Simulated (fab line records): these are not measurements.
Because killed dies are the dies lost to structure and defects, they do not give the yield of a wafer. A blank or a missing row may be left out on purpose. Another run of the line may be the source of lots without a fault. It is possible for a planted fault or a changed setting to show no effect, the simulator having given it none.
fab line records -- flow n5_finfet -- part 1 of 2: steps 1 to 4 of 6
record: lots: 23, wafers: 69, last_day: 17
route steps=1938 shown BEOL_M0@729 BEOL_M1@753
lots that met no fault: from a run of the same line without faults
start_h: hours from the record's first day to the start of the lot's first wafer shown -- wait_h: hours from the lot's prior step to this one -- " repeats the value in the row above -- L1.1+2: one row covering several wafers at once -- - no value, or no start given -- * or withheld: withheld -- < > ~ a bound
route shown NAME@n: NAME is a module with steps in the file, n the number in the route of the first one -- usual: mean and standard deviation over wafers with no fault -- same: alike in all rows -- chamber/n: place in a boat -- sites: the reading at each site -- _std_site: their standard deviation -- _edge_site: mean of outer sites minus mean of inner sites -- radius_mm: how far each site lies from the wafer's centre -- mask NAME#n: copy n -- behind: the last tool/chamber to shape the wafer -- hold: the reason the lot was held/the length of the hold in hours/how it ended -- device: names the non-switching transistor (n, p or np) -- end of line: tests of these same wafers at the route's end -- a step given without rows: its recipe and nothing more -- killed: dies that structure and defects cost at the first sort, which is not the same as the wafer's yield -- map: shows each die of a wafer: x if killed, . if not, _ if none is there
set.NAME: the setting the step ran with; set.NAME@STEP: the setting that earlier step ran with -- model.NAME: the simulator's own value behind a step, which no gauge read
route steps across a sampled set of lots; one table per step, one row per wafer
services: the hour from which a tool's chamber was out of use, counted from the record's first day as start_h (under 0 if before that day), plus the number of hours and why
== steps ==
step: N5_BEOL_M0_DEGAS_112
recipe: ambient: vacuum, temp_c: 250, time_s: 60
usual: heater_power_w: 329/33
lot.wafer,tool,chamber,start_h,wait_h,heater_power_w
L074.2,pvd_sputter-02,-,118.52,0.0,321
L074.4,pvd_sputter-02,-,118.52,0.0,406
L074.6,pvd_sputter-02,-,118.52,0.0,343
L075.2,pvd_sputter-02,-,121.50,0.2,344
L075.5,pvd_sputter-02,-,121.50,0.2,306
L075.6,pvd_sputter-02,-,121.50,0.2,348
L076.3,pvd_sputter-02,-,123.61,0.9,314
L076.4,pvd_sputter-02,-,123.61,0.9,348
L076.5,pvd_sputter-02,-,123.61,0.9,341
L077.1,pvd_sputter-03,-,137.78,1.7,335
L077.2,pvd_sputter-03,-,137.78,1.7,306
L077.5,pvd_sputter-03,-,137.78,1.7,304
L078.1,pvd_sputter-01,-,138.34,0.1,271
L078.4,pvd_sputter-01,-,138.34,0.1,314
L078.6,pvd_sputter-01,-,138.34,0.1,335
L079.2,pvd_sputter-02,-,143.35,0.3,333
L079.4,pvd_sputter-02,-,143.35,0.3,309
L079.6,pvd_sputter-02,-,143.35,0.3,396
L080.2,pvd_sputter-01,-,149.39,0.4,338
L080.4,pvd_sputter-01,-,149.39,0.4,305
L080.5,pvd_sputter-01,-,149.39,0.4,308
L081.4,pvd_sputter-03,-,159.18,0.8,304
L081.5,pvd_sputter-03,-,159.18,0.8,303
L081.6,pvd_sputter-03,-,159.18,0.8,297
L082.3,pvd_sputter-03,-,163.61,0.0,301
L082.5,pvd_sputter-03,-,163.61,0.0,329
L082.6,pvd_sputter-03,-,163.61,0.0,319
L083.3,pvd_sputter-02,-,175.79,2.0,314
L083.4,pvd_sputter-02,-,175.79,2.0,340
L083.6,pvd_sputter-02,-,175.79,2.0,344
L084.1,pvd_sputter-02,-,179.06,0.6,306
L084.3,pvd_sputter-02,-,179.06,0.6,342
L084.4,pvd_sputter-02,-,179.06,0.6,406
L085.2,pvd_sputter-01,-,187.33,2.2,358
L085.3,pvd_sputter-01,-,187.33,2.2,282
L085.6,pvd_sputter-01,-,187.33,2.2,336
L086.2,pvd_sputter-03,-,192.74,0.3,324
L086.3,pvd_sputter-03,-,192.74,0.3,313
L086.6,pvd_sputter-03,-,192.74,0.3,296
L087.2,pvd_sputter-01,-,199.79,0.1,303
L087.4,pvd_sputter-01,-,199.79,0.1,373
L087.6,pvd_sputter-01,-,199.79,0.1,277
L089.1,pvd_sputter-01,-,211.07,0.1,335
L089.4,pvd_sputter-01,-,211.07,0.1,306
L089.6,pvd_sputter-01,-,211.07,0.1,373
L088.2,pvd_sputter-01,-,211.55,0.5,361
L088.4,pvd_sputter-01,-,211.55,0.5,307
L088.6,pvd_sputter-01,-,211.55,0.5,349
L090.2,pvd_sputter-02,-,211.83,0.7,400
L090.4,pvd_sputter-02,-,211.83,0.7,310
L090.6,pvd_sputter-02,-,211.83,0.7,349
L091.3,pvd_sputter-03,-,216.14,0.2,308
L091.4,pvd_sputter-03,-,216.14,0.2,321
L091.6,pvd_sputter-03,-,216.14,0.2,283
L092.1,pvd_sputter-01,-,224.15,0.4,274
L092.3,pvd_sputter-01,-,224.15,0.4,376
L092.4,pvd_sputter-01,-,224.15,0.4,306
L094.1,pvd_sputter-03,-,234.01,0.0,314
L094.4,pvd_sputter-03,-,234.01,0.0,328
L094.6,pvd_sputter-03,-,234.01,0.0,316
L095.2,pvd_sputter-02,-,245.46,0.1,403
L095.5,pvd_sputter-02,-,245.46,0.1,353
L095.6,pvd_sputter-02,-,245.46,0.1,303
L096.2,pvd_sputter-01,-,247.47,0.1,296
L096.4,pvd_sputter-01,-,247.47,0.1,369
L096.5,pvd_sputter-01,-,247.47,0.1,360
L097.2,pvd_sputter-03,-,255.00,0.2,302
L097.5,pvd_sputter-03,-,255.00,0.2,321
L097.6,pvd_sputter-03,-,255.00,0.2,327
step: N5_BEOL_M1_PECVD_72
recipe: material: SiO2, target_thk_a: 160, temp_c: 400, precursor: TEOS/O2, pressure_torr: 5.5, rf_w: 450, teos_flow_sccm: 53.8, gas: O2, flow_sccm: 3000, time_s: 18
usual: chamber_pressure_Torr: 5.500/0.013, heater_power_w: 674/61, showerhead_plenum_p_Torr: 8.76/0.055, showerhead_vpp_V: 1342/36, throttle_valve_pct: 21.6/0.66
lot.wafer,tool,chamber,start_h,wait_h,chamber_pressure_Torr,heater_power_w,showerhead_plenum_p_Torr,showerhead_vpp_V,throttle_valve_pct
L074.2,pecvd-01,2,123.08,0.0,5.528,751,8.74,1337,20.8
L074.4,pecvd-01,2,123.08,0.0,5.502,735,8.71,1319,20.7
L074.6,pecvd-01,0,123.08,0.0,5.490,673,8.75,1346,22.2
L075.2,pecvd-01,1,124.58,0.0,5.503,649,8.82,1392,21.9
L075.5,pecvd-01,2,124.58,0.0,5.479,654,8.74,1329,20.7
L075.6,pecvd-01,0,124.58,0.0,5.506,618,8.77,1347,22.5
L076.3,pecvd-01,2,125.78,0.0,5.500,758,8.72,1340,20.3
L076.4,pecvd-01,0,125.78,0.0,5.486,677,8.75,1345,22.2
L076.5,pecvd-01,2,125.78,0.0,5.503,774,8.73,1311,20.7
L077.1,pecvd-02,1,139.87,0.0,5.500,607,8.75,1292,22.0
L077.2,pecvd-02,0,139.87,0.0,5.518,705,8.68,1366,22.3
L077.5,pecvd-02,1,139.87,0.0,5.491,611,8.73,1299,21.9
L078.1,pecvd-02,2,142.39,0.0,5.504,603,8.82,1360,20.6
L078.4,pecvd-02,0,142.39,0.0,5.497,663,8.67,1350,22.3
L078.6,pecvd-02,1,142.39,0.0,5.516,697,8.73,1292,22.1
L079.2,pecvd-01,1,145.81,0.0,5.488,763,8.78,1401,21.8
L079.4,pecvd-01,0,145.81,0.0,5.486,576,8.76,1353,22.1
L079.6,pecvd-01,2,145.81,0.0,5.484,766,8.72,1313,20.7
L080.2,pecvd-02,2,152.19,0.0,5.473,641,8.83,1374,20.5
L080.4,pecvd-02,0,152.19,0.0,5.515,748,8.67,1352,22.0
L080.5,pecvd-02,1,152.19,0.0,5.496,710,8.73,1302,21.8
L081.4,pecvd-02,1,161.35,0.1,5.489,687,8.75,1307,21.9
L081.5,pecvd-02,2,161.35,0.1,5.513,689,8.81,1355,20.7
L081.6,pecvd-02,0,161.35,0.1,5.500,692,8.67,1349,22.4
L082.3,pecvd-01,0,166.68,0.0,5.493,595,8.75,1350,22.0
L082.5,pecvd-01,0,166.68,0.0,5.497,621,8.78,1357,22.1
L082.6,pecvd-01,2,166.68,0.0,5.481,687,8.73,1321,20.7
L083.3,pecvd-03,0,178.50,0.0,5.493,640,8.88,1349,21.2
L083.4,pecvd-03,1,178.50,0.0,5.512,593,8.67,1298,20.9
L083.6,pecvd-03,0,178.50,0.0,5.513,632,8.88,1385,21.2
L084.1,pecvd-01,1,181.40,0.0,5.502,664,8.79,1403,21.7
L084.3,pecvd-01,0,181.40,0.0,5.492,646,8.75,1347,22.1
L084.4,pecvd-01,1,181.40,0.0,5.507,652,8.79,1380,21.9
L085.2,pecvd-01,1,189.59,0.0,5.496,765,8.80,1395,21.5
L085.3,pecvd-01,2,189.59,0.0,5.499,621,8.74,1312,21.0
L085.6,pecvd-01,1,189.59,0.0,5.512,770,8.77,1409,21.7
L086.2,pecvd-03,0,195.14,0.0,5.503,614,8.91,1363,21.2
L086.3,pecvd-03,1,195.14,0.0,5.497,640,8.70,1299,20.9
L086.6,pecvd-03,1,195.14,0.0,5.493,629,8.69,1295,20.8
L087.2,pecvd-01,2,202.37,0.0,5.492,648,8.72,1324,21.1
L087.4,pecvd-01,1,202.37,0.0,5.472,775,8.81,1383,22.2
L087.6,pecvd-01,0,202.37,0.0,5.477,685,8.75,1350,22.0
L089.1,pecvd-02,1,213.56,0.0,5.528,693,8.77,1296,21.6
L089.4,pecvd-02,1,213.56,0.0,5.507,691,8.73,1285,21.6
L089.6,pecvd-02,0,213.56,0.0,5.512,673,8.69,1358,22.2
L088.2,pecvd-02,1,214.44,0.0,5.505,582,8.74,1289,21.9
L088.4,pecvd-02,0,214.44,0.0,5.503,751,8.66,1322,22.4
L088.6,pecvd-02,1,214.44,0.0,5.513,594,8.76,1277,22.0
L090.2,pecvd-02,2,214.69,0.0,5.506,669,8.84,1356,20.9
L090.4,pecvd-02,1,214.69,0.0,5.484,704,8.73,1274,21.4
L090.6,pecvd-02,0,214.69,0.0,5.499,733,8.67,1370,22.5
L091.3,pecvd-03,0,218.44,0.0,5.493,649,8.87,1336,21.4
L091.4,pecvd-03,2,218.44,0.0,5.490,799,8.78,1285,22.6
L091.6,pecvd-03,0,218.44,0.0,5.511,664,8.86,1317,21.3
L092.1,pecvd-01,2,228.19,0.0,5.493,764,8.73,1324,20.9
L092.3,pecvd-01,0,228.19,0.0,5.502,648,8.76,1346,22.1
L092.4,pecvd-01,2,228.19,0.0,5.504,768,8.75,1343,20.6
L094.1,pecvd-03,1,236.39,0.0,5.503,620,8.67,1291,20.9
L094.4,pecvd-03,2,236.39,0.0,5.494,730,8.78,1284,22.5
L094.6,pecvd-03,1,236.39,0.0,5.512,616,8.71,1306,21.0
L095.2,pecvd-02,2,247.81,0.0,5.488,658,8.83,1376,21.0
L095.5,pecvd-02,1,247.81,0.0,5.505,586,8.75,1298,22.0
L095.6,pecvd-02,0,247.81,0.0,5.489,782,8.68,1382,22.3
L096.2,pecvd-02,2,249.82,0.0,5.508,640,8.79,1357,20.9
L096.4,pecvd-02,2,249.82,0.0,5.507,645,8.83,1380,21.2
L096.5,pecvd-02,0,249.82,0.0,5.499,653,8.68,1349,22.5
L097.2,pecvd-01,2,259.05,0.0,5.506,624,8.74,1307,20.9
L097.5,pecvd-01,2,259.05,0.0,5.495,634,8.71,1330,20.9
L097.6,pecvd-01,1,259.05,0.0,5.526,689,8.77,1382,21.6
step: N5_BEOL_M1_INSPECT_13
recipe: mode: adi, inspect_instrument: brightfield
usual: raw_defect_count: 401/97
lot.wafer,tool,chamber,start_h,wait_h,raw_defect_count
L074.2,defect_inspect-01,-,124.20,0.0,358
L074.4,defect_inspect-01,-,124.20,0.0,452
L074.6,defect_inspect-01,-,124.20,0.0,436
L075.2,defect_inspect-01,-,126.90,0.0,408
L075.5,defect_inspect-01,-,126.90,0.0,406
L075.6,defect_inspect-01,-,126.90,0.0,451
L076.3,defect_inspect-01,-,127.56,0.2,410
L076.4,defect_inspect-01,-,127.56,0.2,331
L076.5,defect_inspect-01,-,127.56,0.2,355
L077.1,defect_inspect-01,-,141.72,0.1,444
L077.2,defect_inspect-01,-,141.72,0.1,524
L077.5,defect_inspect-01,-,141.72,0.1,447
L078.1,defect_inspect-02,-,143.52,0.1,437
L078.4,defect_inspect-02,-,143.52,0.1,520
L078.6,defect_inspect-02,-,143.52,0.1,517
L079.2,defect_inspect-02,-,147.15,0.0,652
L079.4,defect_inspect-02,-,147.15,0.0,365
L079.6,defect_inspect-02,-,147.15,0.0,429
L080.2,defect_inspect-01,-,152.90,0.0,326
L080.4,defect_inspect-01,-,152.90,0.0,324
L080.5,defect_inspect-01,-,152.90,0.0,299
L081.4,defect_inspect-01,-,162.92,0.0,536
L081.5,defect_inspect-01,-,162.92,0.0,565
L081.6,defect_inspect-01,-,162.92,0.0,436
L082.3,defect_inspect-01,-,168.58,0.1,476
L082.5,defect_inspect-01,-,168.58,0.1,454
L082.6,defect_inspect-01,-,168.58,0.1,370
L083.3,defect_inspect-01,-,180.03,0.0,376
L083.4,defect_inspect-01,-,180.03,0.0,406
L083.6,defect_inspect-01,-,180.03,0.0,392
L084.1,defect_inspect-02,-,184.22,0.1,311
L084.3,defect_inspect-02,-,184.22,0.1,268
L084.4,defect_inspect-02,-,184.22,0.1,298
L085.2,defect_inspect-01,-,191.59,0.0,296
L085.3,defect_inspect-01,-,191.59,0.0,298
L085.6,defect_inspect-01,-,191.59,0.0,288
L086.2,defect_inspect-02,-,199.02,0.0,326
L086.3,defect_inspect-02,-,199.02,0.0,421
L086.6,defect_inspect-02,-,199.02,0.0,399
L087.2,defect_inspect-01,-,203.09,0.0,414
L087.4,defect_inspect-01,-,203.09,0.0,561
L087.6,defect_inspect-01,-,203.09,0.0,371
L089.1,defect_inspect-01,-,215.69,0.1,425
L089.4,defect_inspect-01,-,215.69,0.1,405
L089.6,defect_inspect-01,-,215.69,0.1,396
L088.2,defect_inspect-01,-,215.93,0.0,255
L088.4,defect_inspect-01,-,215.93,0.0,308
L088.6,defect_inspect-01,-,215.93,0.0,249
L090.2,defect_inspect-02,-,215.98,0.0,412
L090.4,defect_inspect-02,-,215.98,0.0,291
L090.6,defect_inspect-02,-,215.98,0.0,336
L091.3,defect_inspect-02,-,219.09,0.0,256
L091.4,defect_inspect-02,-,219.09,0.0,293
L091.6,defect_inspect-02,-,219.09,0.0,345
L092.1,defect_inspect-01,-,232.50,0.1,332
L092.3,defect_inspect-01,-,232.50,0.1,443
L092.4,defect_inspect-01,-,232.50,0.1,301
L094.1,defect_inspect-02,-,238.28,0.1,349
L094.4,defect_inspect-02,-,238.28,0.1,326
L094.6,defect_inspect-02,-,238.28,0.1,470
L095.2,defect_inspect-02,-,248.49,0.1,377
L095.5,defect_inspect-02,-,248.49,0.1,382
L095.6,defect_inspect-02,-,248.49,0.1,226
L096.2,defect_inspect-02,-,250.48,0.0,337
L096.4,defect_inspect-02,-,250.48,0.0,357
L096.5,defect_inspect-02,-,250.48,0.0,362
L097.2,defect_inspect-02,-,260.71,0.0,630
L097.5,defect_inspect-02,-,260.71,0.0,637
L097.6,defect_inspect-02,-,260.71,0.0,618
step: N5_BEOL_M1_ETCH_74
recipe: chemistry: N2/H2, target: underlayer, target_depth_a: 65, mask_material: CAR-EUV, time_s: 5.2, ion_energy_ev: 200, pressure_mtorr: 30, source_w: 840, bias_w: 150, n2_flow_sccm: 200, h2_flow_sccm: 200, ends: cleared
usual: drypump_motor_current_A: 5.9/0.32, etch_rf_on_time_s: 5.18/0.16, oes_product_au: 0.67/0.077, rf_vpp_V: 523.8/2.6, showerhead_plenum_p_Torr: 2.54/0.077, throttle_valve_pct: 17.99/0.24
lot.wafer,tool,chamber,start_h,wait_h,drypump_motor_current_A,etch_rf_on_time_s,oes_product_au,rf_hours_counter_h,rf_vpp_V,showerhead_plenum_p_Torr,throttle_valve_pct
L074.2,rie_diel-01,2,124.55,0.0,5.5,5.09,0.82,10,526.0,2.60,17.59
L074.4,rie_diel-01,0,124.55,0.0,6.1,5.04,0.59,244,525.9,2.62,17.97
L074.6,rie_diel-01,0,124.55,0.0,6.1,5.06,0.59,-,529.6,2.62,17.99
L075.2,rie_diel-01,1,127.32,0.0,6.2,5.10,0.68,112,526.6,2.56,17.63
L075.5,rie_diel-01,1,127.32,0.0,6.2,5.10,0.69,-,522.7,2.55,17.62
L075.6,rie_diel-01,0,127.32,0.0,6.1,5.14,0.58,-,525.7,2.62,18.00
L076.3,rie_diel-02,2,128.08,0.0,6.1,5.25,0.58,232,518.8,2.43,18.36
L076.4,rie_diel-02,0,128.08,0.0,5.6,5.29,0.62,168,525.7,2.66,18.02
L076.5,rie_diel-02,0,128.08,0.0,5.6,5.28,0.62,-,525.5,2.66,18.00
L077.1,rie_diel-02,3,141.91,0.0,6.1,5.15,0.59,246,523.8,2.59,18.29
L077.2,rie_diel-02,0,141.91,0.0,5.6,5.36,0.62,173,524.7,2.65,18.00
L077.5,rie_diel-02,2,141.91,0.0,6.1,5.33,0.59,-,520.5,2.43,18.38
L078.1,rie_diel-02,0,143.79,0.0,5.6,5.34,0.61,173,526.3,2.66,18.01
L078.4,rie_diel-02,1,143.79,0.0,6.6,5.33,0.62,163,522.6,2.54,18.03
L078.6,rie_diel-02,0,143.79,0.0,5.6,5.32,0.61,-,527.3,2.65,18.01
L079.2,rie_diel-05,1,147.29,0.0,5.5,4.96,0.69,133,521.7,2.48,18.31
L079.4,rie_diel-05,0,147.29,0.0,5.6,5.34,0.64,186,522.0,2.54,18.08
L079.6,rie_diel-05,1,147.29,0.0,5.5,5.01,0.68,-,521.9,2.48,18.34
L080.2,rie_diel-02,3,152.96,0.0,6.1,5.04,0.59,250,526.1,2.58,18.27
L080.4,rie_diel-02,1,152.96,0.0,6.6,5.30,0.62,166,523.9,2.54,18.03
L080.5,rie_diel-02,1,152.96,0.0,6.6,5.34,0.62,-,525.0,2.54,17.99
L081.4,rie_diel-05,2,163.11,0.0,5.7,5.05,0.76,35,523.4,2.48,17.72
L081.5,rie_diel-05,2,163.11,0.0,5.7,5.10,0.76,-,522.2,2.48,17.70
L081.6,rie_diel-05,3,163.11,0.0,6.1,5.23,0.63,-,527.7,2.63,17.91
L082.3,rie_diel-02,0,168.83,0.0,5.6,5.36,0.62,-,526.5,2.65,18.03
L082.5,rie_diel-02,2,168.83,0.0,6.1,5.28,0.57,-,521.1,2.43,18.36
L082.6,rie_diel-02,0,168.83,0.0,5.6,5.36,0.61,-,526.6,2.65,18.04
L083.3,rie_diel-02,3,180.65,0.0,6.1,4.98,0.85,-,524.4,2.58,17.73
L083.4,rie_diel-02,0,180.65,0.0,5.6,5.27,0.61,-,527.8,2.65,18.02
L083.6,rie_diel-02,3,180.65,0.0,6.1,4.97,0.86,-,526.6,2.58,17.79
L084.1,rie_diel-05,3,184.29,0.0,6.1,5.39,0.62,181,526.4,2.62,17.90
L084.3,rie_diel-05,1,184.29,0.0,5.5,5.05,0.66,145,521.6,2.48,18.32
L084.4,rie_diel-05,2,184.29,0.0,5.7,5.12,0.76,42,522.6,2.48,17.73
L085.2,rie_diel-02,1,191.76,0.0,6.6,5.48,0.61,177,524.4,2.54,18.03
L085.3,rie_diel-02,1,191.76,0.0,6.6,5.46,0.61,-,522.5,2.54,18.04
L085.6,rie_diel-02,1,191.76,0.0,6.6,5.47,0.60,-,524.1,2.54,18.04
L086.2,rie_diel-05,0,199.26,0.0,5.6,5.24,0.62,202,526.0,2.53,18.10
L086.3,rie_diel-05,3,199.26,0.0,6.1,5.17,0.62,187,524.5,2.62,17.91
L086.6,rie_diel-05,2,199.26,0.0,5.7,5.00,0.75,-,521.1,2.47,17.73
L087.2,rie_diel-02,0,203.16,0.0,5.6,5.35,0.59,192,528.0,2.65,18.05
L087.4,rie_diel-02,3,203.16,0.0,6.1,5.02,0.83,12,524.5,2.58,17.80
L087.6,rie_diel-02,2,203.16,0.0,6.2,5.14,0.83,-,528.6,2.75,17.95
L089.1,rie_diel-01,0,215.76,0.0,6.1,4.92,0.79,15,525.5,2.61,17.57
L089.4,rie_diel-01,2,215.76,0.0,5.5,5.21,0.75,40,524.8,2.59,17.63
L089.6,rie_diel-01,0,215.76,0.0,6.1,4.99,0.79,-,525.4,2.61,17.56
L088.2,rie_diel-05,0,216.08,0.0,5.5,5.28,0.62,207,521.4,2.53,18.10
L088.4,rie_diel-05,3,216.08,0.0,6.1,5.16,0.63,192,526.4,2.62,17.92
L088.6,rie_diel-05,0,216.08,0.0,5.5,5.26,0.62,-,523.3,2.53,18.13
L090.2,rie_diel-05,3,216.31,0.0,6.1,5.24,0.62,192,528.9,2.62,17.89
L090.4,rie_diel-05,2,216.31,0.0,5.7,5.07,0.75,52,520.8,2.47,17.75
L090.6,rie_diel-05,0,216.31,0.0,5.6,5.34,0.61,-,523.2,2.53,18.13
L091.3,rie_diel-05,2,219.16,0.0,5.7,5.08,0.75,53,521.7,2.47,17.73
L091.4,rie_diel-05,1,219.16,0.0,5.5,4.96,0.66,153,522.7,2.47,18.35
L091.6,rie_diel-05,2,219.16,0.0,5.7,5.16,0.73,-,520.4,2.47,17.72
L092.1,rie_diel-05,0,232.56,0.0,5.5,5.34,0.62,212,524.0,2.53,18.11
L092.3,rie_diel-05,2,232.56,0.0,5.7,5.08,0.73,57,522.7,2.47,17.74
L092.4,rie_diel-05,1,232.56,0.0,5.5,4.96,0.66,157,518.8,2.47,18.33
L094.1,rie_diel-05,3,238.35,0.0,6.1,5.21,0.62,197,527.8,2.62,17.90
L094.4,rie_diel-05,2,238.35,0.0,5.7,5.03,0.75,58,519.6,2.47,17.74
L094.6,rie_diel-05,3,238.35,0.0,6.1,5.18,0.61,-,523.9,2.62,17.93
L095.2,rie_diel-02,0,248.56,0.0,5.6,5.33,0.60,204,524.8,2.64,18.06
L095.5,rie_diel-02,3,248.56,0.0,6.1,4.96,0.79,-,525.4,2.57,17.77
L095.6,rie_diel-02,0,248.56,0.0,5.6,5.32,0.60,-,527.6,2.64,18.06
L096.2,rie_diel-01,2,250.81,0.0,5.6,5.17,0.74,50,525.7,2.59,17.66
L096.4,rie_diel-01,1,250.81,0.0,6.2,5.10,0.65,149,525.9,2.54,17.69
L096.5,rie_diel-01,0,250.81,0.0,6.1,5.03,0.77,-,527.3,2.61,17.60
L097.2,rie_diel-05,0,260.80,0.0,5.5,5.24,0.61,221,523.9,2.52,18.14
L097.5,rie_diel-05,2,260.80,0.0,5.7,5.13,0.72,-,521.9,2.47,17.75
L097.6,rie_diel-05,1,260.80,0.0,5.5,4.95,0.65,-,521.5,2.47,18.37
